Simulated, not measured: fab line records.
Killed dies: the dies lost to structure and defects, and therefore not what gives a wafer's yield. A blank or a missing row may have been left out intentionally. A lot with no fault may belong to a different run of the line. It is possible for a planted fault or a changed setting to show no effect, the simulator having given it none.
Split-lot experiment :: flow n5-finfet :: route with 1938 steps; 7 lots, 21 wafers read

== ON THE SPLIT ==
At N5_BEOL_M2_EXPOSE_08 (exposes mask M2), the setting dose-mj was moved away from the recipe's 41.25 on 4 of the 21 wafers read, by -4.4% to -3.9%. The other wafers ran this setting at the recipe's value.

== FROM THE SPLIT TO THE READING: what the file shows between them, 4 steps ==
- N5_BEOL_M2_PEB_09: peb time 60 s
- N5_BEOL_M2_DEVELOP_10: develop time 30 s
- N5_BEOL_M2_DESCUM_16: chemistry O2, time 7 s
- N5_BEOL_M2_ETCH_74: etches underlayer in N2/H2, target depth 6.5 nm, time 5.2 s

== THE READING ==
BEOL_M2.cd-offset-nm (the simulator's own value, which no gauge read), in nm, at N5_BEOL_M2_ETCH_63 (etches SiARC in CF4, target depth 15.6 nm, time 26 s). No usual value for it is given in the file. Average -0.0 nm, standard deviation 0.1 nm, over the 17 wafers here run with the recipe.

wafer: L075.1
tool, chamber at the split: euv-scanner-01, 0
dose-mj as run: 39.63
against the recipe: -3.9%
BEOL_M2.cd-offset-nm, nm: -0.6
against lot-mates on the recipe: -0.6

wafer: L075.4
tool, chamber at the split: euv-scanner-01, 0
dose-mj as run: 39.63
against the recipe: -3.9%
BEOL_M2.cd-offset-nm, nm: -0.8
against lot-mates on the recipe: -0.8

wafer: L075.6
tool, chamber at the split: euv-scanner-01, 0
dose-mj as run: 41.25
against the recipe: recipe
BEOL_M2.cd-offset-nm, nm: 0
against lot-mates on the recipe: -

wafer: L076.1
tool, chamber at the split: euv-scanner-02, 0
dose-mj as run: 41.25
against the recipe: recipe
BEOL_M2.cd-offset-nm, nm: -0.2
against lot-mates on the recipe: -

wafer: L076.4
tool, chamber at the split: euv-scanner-02, 0
dose-mj as run: 41.25
against the recipe: recipe
BEOL_M2.cd-offset-nm, nm: -0.2
against lot-mates on the recipe: -

wafer: L076.6
tool, chamber at the split: euv-scanner-02, 0
dose-mj as run: 41.25
against the recipe: recipe
BEOL_M2.cd-offset-nm, nm: -0.2
against lot-mates on the recipe: -

wafer: L078.1
tool, chamber at the split: euv-scanner-02, 0
dose-mj as run: 41.25
against the recipe: recipe
BEOL_M2.cd-offset-nm, nm: 0
against lot-mates on the recipe: -

wafer: L078.2
tool, chamber at the split: euv-scanner-02, 0
dose-mj as run: 41.25
against the recipe: recipe
BEOL_M2.cd-offset-nm, nm: 0
against lot-mates on the recipe: -

wafer: L078.6
tool, chamber at the split: euv-scanner-02, 0
dose-mj as run: 41.25
against the recipe: recipe
BEOL_M2.cd-offset-nm, nm: 0
against lot-mates on the recipe: -

wafer: L085.1
tool, chamber at the split: euv-scanner-01, 0
dose-mj as run: 41.25
against the recipe: recipe
BEOL_M2.cd-offset-nm, nm: 0
against lot-mates on the recipe: -

wafer: L085.4
tool, chamber at the split: euv-scanner-01, 0
dose-mj as run: 41.25
against the recipe: recipe
BEOL_M2.cd-offset-nm, nm: 0
against lot-mates on the recipe: -

wafer: L085.5
tool, chamber at the split: euv-scanner-01, 0
dose-mj as run: 41.25
against the recipe: recipe
BEOL_M2.cd-offset-nm, nm: 0
against lot-mates on the recipe: -

wafer: L089.3
tool, chamber at the split: euv-scanner-02, 0
dose-mj as run: 41.25
against the recipe: recipe
BEOL_M2.cd-offset-nm, nm: 0
against lot-mates on the recipe: -

wafer: L089.5
tool, chamber at the split: euv-scanner-02, 0
dose-mj as run: 41.25
against the recipe: recipe
BEOL_M2.cd-offset-nm, nm: 0
against lot-mates on the recipe: -

wafer: L089.6
tool, chamber at the split: euv-scanner-02, 0
dose-mj as run: 41.25
against the recipe: recipe
BEOL_M2.cd-offset-nm, nm: 0.2
against lot-mates on the recipe: -

wafer: L093.4
tool, chamber at the split: euv-scanner-01, 0
dose-mj as run: 41.25
against the recipe: recipe
BEOL_M2.cd-offset-nm, nm: 0
against lot-mates on the recipe: -

wafer: L093.6
tool, chamber at the split: euv-scanner-01, 0
dose-mj as run: 41.25
against the recipe: recipe
BEOL_M2.cd-offset-nm, nm: 0
against lot-mates on the recipe: -

wafer: L093.5
tool, chamber at the split: euv-scanner-01, 0
dose-mj as run: 41.25
against the recipe: recipe
BEOL_M2.cd-offset-nm, nm: -0.2
against lot-mates on the recipe: -

wafer: L097.3
tool, chamber at the split: euv-scanner-01, 0
dose-mj as run: 39.45
against the recipe: -4.4%
BEOL_M2.cd-offset-nm, nm: -1
against lot-mates on the recipe: -1.0

wafer: L097.5
tool, chamber at the split: euv-scanner-01, 0
dose-mj as run: 39.45
against the recipe: -4.4%
BEOL_M2.cd-offset-nm, nm: -1
against lot-mates on the recipe: -1.0

wafer: L097.6
tool, chamber at the split: euv-scanner-01, 0
dose-mj as run: 41.25
against the recipe: recipe
BEOL_M2.cd-offset-nm, nm: 0
against lot-mates on the recipe: -

THE FIT
A straight line over all 21 wafers: BEOL_M2.cd-offset-nm changes by +0.198 nm for each +1% of dose-mj; r = +0.95; the points scatter about the line by 0.11 nm.
The same after taking each lot's own level away (the mean of its wafers on the recipe; 21 wafers): +0.207 nm for each +1%; r = +0.98; scatter 0.079 nm.
Per that fit: largest dose-mj move, reading shift of 0.9 nm.
Measured against the standard deviation above, the lots' own levels, which go from -0.20 to 0.07 nm, span 2.6 times it.
The two slopes are in agreement: the lot-to-lot level therefore moves the slope only a little.
Check: for one of the wafers moved furthest among these (-4.4%), held out of the fit, the line's prediction against its lot-mates is -0.863 nm. It came out at -1 nm against them.

== THE WHOLE CHAIN: every reading that the file lists as answering this split, in the file's order ==
step: N5_BEOL_M2_ETCH_74
what it does: etches underlayer in N2/H2, target depth 6.5 nm, time 5.2 s
reading: BEOL_M2.cd-offset-nm (the simulator's own value, which no gauge read)
change (the file's fit): +0.204 nm for each +1% of the setting
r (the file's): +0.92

step: N5_BEOL_M2_ETCH_63
what it does: etches SiARC in CF4, target depth 15.6 nm, time 26 s
reading: BEOL_M2.cd-offset-nm (the simulator's own value, which no gauge read)
change (the file's fit): +0.206 nm for each +1% of the setting
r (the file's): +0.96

== FILE'S OWN FIT ==
BEOL_M2.cd-offset-nm changes by +0.206 nm for each +1% of dose-mj, r = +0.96.
